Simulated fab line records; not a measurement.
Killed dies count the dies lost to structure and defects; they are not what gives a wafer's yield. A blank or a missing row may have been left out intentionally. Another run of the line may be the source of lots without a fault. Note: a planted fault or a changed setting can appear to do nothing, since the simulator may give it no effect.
Chamber matching -- flow nandHarc -- NHARC_P_M1_CMP_23 on cmp-04: 3 sister chambers
The step polishes, t overpolish 20 s, target thk 157.82 nm. 18 wafers are shown with their chamber, then 8 later ones without.

## WAFERS WITH THEIR CHAMBER
wafer,chamber,motorCurrentA (A),timeToEndpointS (s)
L357.1,1,12.3,27.8
L357.5,0,11.1,30.5
L357.6,3,12.1,32.2
L358.2,0,11.2,32.3
L358.3,3,12.4,31.3
L358.4,1,12.0,30.2
L362.4,0,11.4,28.9
L362.5,0,11.6,30.0
L362.6,3,11.9,29.5
L364.1,0,12.1,34.7
L364.3,3,12.1,33.6
L364.4,1,12.5,28.3
L363.2,0,12.0,32.3
L363.5,0,12.0,26.8
L363.6,1,12.6,24.0
L367.4,0,11.4,30.4
L367.5,3,12.8,31.1
L367.6,0,11.7,29.7

SIGNATURES, as means of the wafers listed above
reading,chamber 0,chamber 1,chamber 3,scatter within a chamber
motorCurrentA,11.611,12.350,12.260,0.344
timeToEndpointS,30.622,27.575,31.540,2.17
Rule: for a wafer and a chamber, the distance is found by dividing, reading by reading, the gap between the wafer's reading and the chamber's mean by the reading's scatter, squaring, summing and taking the root. The wafer belongs to the nearest chamber; if the next one is less than 2 further off, it can't be placed. How the scatter is found: for the shown wafers, subtract from each reading the mean of its chamber, square and add these, divide the total by (wafers less chambers), then take the root.

## WAFERS MISSING THEIR CHAMBER
wafer,motorCurrentA (A),timeToEndpointS (s)
L368.2,12.4,30.4
L368.3,11.8,31.4
L368.5,12.0,34.5
L369.1,12.5,30.4
L369.2,12.5,31.7
L380.2,12.4,29.3
L380.3,11.4,29.3
L380.5,13.1,31.7

## WHICH CHAMBER EACH ONE RAN IN
wafer,from the rows above,in truth
L368.2,can't be placed: 3 or 1 or 0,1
L368.3,can't be placed: 0 or 3 or 1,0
L368.5,can't be placed: 3 or 0 or 1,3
L369.1,can't be placed: 3 or 1 or 0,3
L369.2,can't be placed: 3 or 1 or 0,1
L380.2,can't be placed: 1 or 3 or 0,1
L380.3,can't be placed: 0 or 3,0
L380.5,can't be placed: 3 or 1 or 0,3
Placed correctly: 0 of 8. Can't be placed from these rows: 8 (the true chamber is among the candidates in 8). 0 placed wrongly.
